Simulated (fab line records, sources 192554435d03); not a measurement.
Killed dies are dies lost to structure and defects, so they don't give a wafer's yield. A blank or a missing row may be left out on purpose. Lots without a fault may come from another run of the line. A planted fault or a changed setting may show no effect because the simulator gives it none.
Chamber matching | flow n5_finfet | N5_DUMMY_GATE_ALD_02 on ald_sin-01: 4 sister chambers
The step deposits SiO2, target thk 2 nm, pulse time 1 s. 14 wafers are shown with their chamber, then 7 later ones without.

WAFERS WITH THEIR CHAMBER
wafer  | chamber | heater_power_w (W) | precursor_pulse_height_rel
L075.1 | 2       | 447                | 1.016
L075.3 | 0       | 463                | 0.968
L075.5 | 3       | 472                | 1.031
L084.1 | 3       | 452                | 1.007
L084.2 | 1       | 440                | 1.007
L084.4 | 0       | 480                | 1.035
L086.1 | 2       | 429                | 1.009
L086.4 | 1       | 437                | 0.972
L086.6 | 2       | 432                | 1.017
L088.2 | 2       | 428                | 1.021
L088.5 | 1       | 448                | 1.001
L088.6 | 3       | 461                | 1.021
L089.4 | 1       | 448                | 0.933
L089.5 | 3       | 448                | 0.966

SIGNATURES (means of the wafers above)
reading                    | chamber 0 | chamber 1 | chamber 2 | chamber 3 | scatter within a chamber
heater_power_w             | 471.50    | 443.25    | 434.00    | 458.25    | 9.02
precursor_pulse_height_rel | 1.00150   | 0.97825   | 1.01575   | 1.00625   | 0.0286
Rule: a wafer's distance from a chamber is the root of the sum, over the readings, of the square of ((its reading less the chamber's mean) divided by the reading's scatter). The wafer belongs to the nearest chamber; if the next one is less than 2 further off, it can't be placed. The scatter: the root of (the sum of the squares of (reading less its chamber's mean) over the shown wafers, divided by (wafers less chambers)).

WAFERS WITHOUT THEIR CHAMBER
wafer  | heater_power_w (W) | precursor_pulse_height_rel
L089.6 | 417                | 0.992
L091.1 | 416                | 1.004
L091.3 | 450                | 1.007
L091.5 | 456                | 0.978
L093.1 | 425                | 0.987
L093.4 | 425                | 0.959
L093.5 | 458                | 0.977

WHICH CHAMBER EACH WENT THROUGH
wafer  | from the rows above               | in truth
L089.6 | can't be placed: 2 or 1           | 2
L091.1 | can't be placed: 2 or 1           | 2
L091.3 | can't be placed: 3 or 1 or 2 or 0 | 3
L091.5 | can't be placed: 3 or 1 or 0 or 2 | 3
L093.1 | can't be placed: 2 or 1           | 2
L093.4 | can't be placed: 1 or 2 or 3      | 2
L093.5 | can't be placed: 3 or 1 or 0 or 2 | 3
Placed correctly: 0 of 7. Can't be placed from these rows: 7 (the true chamber is among the candidates in 7). Placed wrongly: 0.
